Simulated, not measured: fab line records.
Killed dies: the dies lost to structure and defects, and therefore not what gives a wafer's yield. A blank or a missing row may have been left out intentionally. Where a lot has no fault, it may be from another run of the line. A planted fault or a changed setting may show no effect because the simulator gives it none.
A lot that was struck, set against a sound lot ; flow n5 finfet ; 15 steps out of a route of 1938
Sound: the wafers L358.2, L358.3, L358.4. Struck: wafer L348.1. (L348.2 of the same lot was not struck and is left out.) The cause comes at the end.
Each step with rows lists, per side, the tool, then ch with its chambers, then its first start. Under that, the readings that differ: sound wafers ; struck wafers ; difference of the means ; sigmas: that difference in standard deviations of wafers without a fault.
alike: a reading whose means differ by less than 2 such deviations, as well as words and numbers matching on both sides. not compared: withheld readings; readings where some wafer has no value; bounds like >300 that might hide an equal value; numbers whose values overlap and for which the record gives no deviation.
The two part at a step that has a row with sigmas, a row that says differs or no value, or rows on one side only. Numbers that don't overlap but have no deviation are shown without sigmas and don't part them. A reading that every wafer of one side lacks parts them only if that side has two wafers or more.

N5_BEOL_M4_DESCUM_33: chemistry O2, time 7 s.
  sound on rie diel-02 ch 1,2,3, day 13 22:05; struck on rie diel-03 ch 0, day 11 17:05
  alike: drypump motor current A, oes product au, rf vpp V, showerhead plenum p Torr, throttle valve pct
  not compared: rf hours counter h
N5_BEOL_M4_ETCH_77: etches underlayer in N2/H2, target depth 6.5 nm, time 5.2 s.
  sound on rie diel-02 ch 1,2,3, day 13 22:07; struck on rie diel-03 ch 0, day 11 17:07
  alike: drypump motor current A, etch rf on time s, oes product au, rf vpp V, showerhead plenum p Torr, throttle valve pct
  not compared: rf hours counter h
then, 3 steps without rows for these wafers: N5_BEOL_M4_ETCH_69 (etches SiARC in CF4, target depth 15.6 nm, time 26 s); N5_BEOL_M4_ALD_98 (deposits SiO2, target thk 2.5 nm, pulse time 1 s, co reactant pulse time 1 s); N5_BEOL_M4_ETCHBACK_99 (etches SiO2 in CHF3, target depth 5 nm, time 10.4 s).
N5_BEOL_M4_ETCH_70: etches SOC in N2/H2, target depth 80 nm, overetch 24 nm, time 130 s.
  sound on rie diel-04 ch 0,2,3, day 14 14:01; struck on rie diel-03 ch 2, day 12 06:56
reading;sound;struck;difference;sigmas
oes product au (a.u.);0.63 0.72 0.61;0.51;-0.14;-2
rf hours counter h (h);51 1 68;215;+175;
rf vpp V (V);526.3 525.7 525.5;518.9;-6.9;-3
showerhead plenum p Torr (Torr);2.69 2.63 2.59;2.40;-0.24;-3
  alike: drypump motor current A, throttle valve pct
then, 4 steps without rows for these wafers: N5_BEOL_M4_STRIP_71 (strips in N2/H2); N5_BEOL_M4_STRIP_78 (strips in N2/H2); N5_BEOL_M4_VIA_ETCH_34 (etches the open film in C4F6/O2, target depth 69.4 nm, time 65.9 s); N5_BEOL_M4_STRIP_83 (strips in C4F6/O2).
N5_BEOL_M4_STRIP_36: strips in N2/H2.
  sound on rie diel-04 ch 0,2,3, day 14 14:11; struck on rie diel-03 ch 2, day 12 07:06
reading;sound;struck;difference;sigmas
oes product au (a.u.);0.86 1.03 0.84;0.71;-0.20;-2
rf hours counter h (h);51 1 68;215;+175;
showerhead plenum p Torr (Torr);2.68 2.63 2.59;2.39;-0.24;-3
  alike: drypump motor current A, rf vpp V, throttle valve pct
N5_BEOL_M4_TRENCH_ETCH_37: etches SiOC in C4F6/O2, target depth 55.555 nm, time 29.2 s.
  sound: rie diel-04 ch 0,2,3; struck: rie diel-03 ch 2
reading;sound;struck;difference;sigmas
oes product au (a.u.);0.86 1.02 0.84;0.71;-0.20;-2
rf hours counter h (h);51 1 68;215;+175;
showerhead plenum p Torr (Torr);3.01 2.90 2.85;2.71;-0.21;-2
throttle valve pct (%);20.75 20.40 20.76;21.19;+0.55;+2
  alike: drypump motor current A, rf vpp V
N5_BEOL_M4_ETCH_41: etches SiCN in CH3F/O2, target depth 29.9 nm, time 52.5 s.
  sound on rie diel-04 ch 0,2,3, day 14 14:16; struck on rie diel-03 ch 2, day 12 07:10
reading;sound;struck;difference;sigmas
oes product au (a.u.);0.85 1.01 0.83;0.63;-0.27;-3
rf hours counter h (h);51 1 68;215;+175;
rf vpp V (V);299.2 298.1 300.0;294.6;-4.5;-3
showerhead plenum p Torr (Torr);2.12 2.04 2.01;1.90;-0.16;-2
throttle valve pct (%);16.20 15.86 16.30;16.66;+0.54;+2
model.etch.depth nm (nm);19.93 20.86 19.5;17.03;-3.07;
  alike: drypump motor current A
then, 1 step without rows for these wafers: N5_BEOL_M4_STRIP_97 (strips in N2/H2, time 10 s).
N5_BEOL_M4_RC_MEAS_101:
  sound on prober-02 ch 0, day 14 20:07; struck on prober-01 ch 0, day 12 11:34
reading;sound;struck;difference;sigmas
VT_N (mV);248 252 248;258;+9;+2
  alike: DIBL_N, DIBL_P, IOFF_N, IOFF_P, ION_N, ION_P, SS_N, SS_P, VT_P

WHERE THEY PART
At N5_BEOL_M4_ETCH_70 first; at N5_BEOL_M4_RC_MEAS_101 last (within this record only).

WHY: what had been put in by the simulator
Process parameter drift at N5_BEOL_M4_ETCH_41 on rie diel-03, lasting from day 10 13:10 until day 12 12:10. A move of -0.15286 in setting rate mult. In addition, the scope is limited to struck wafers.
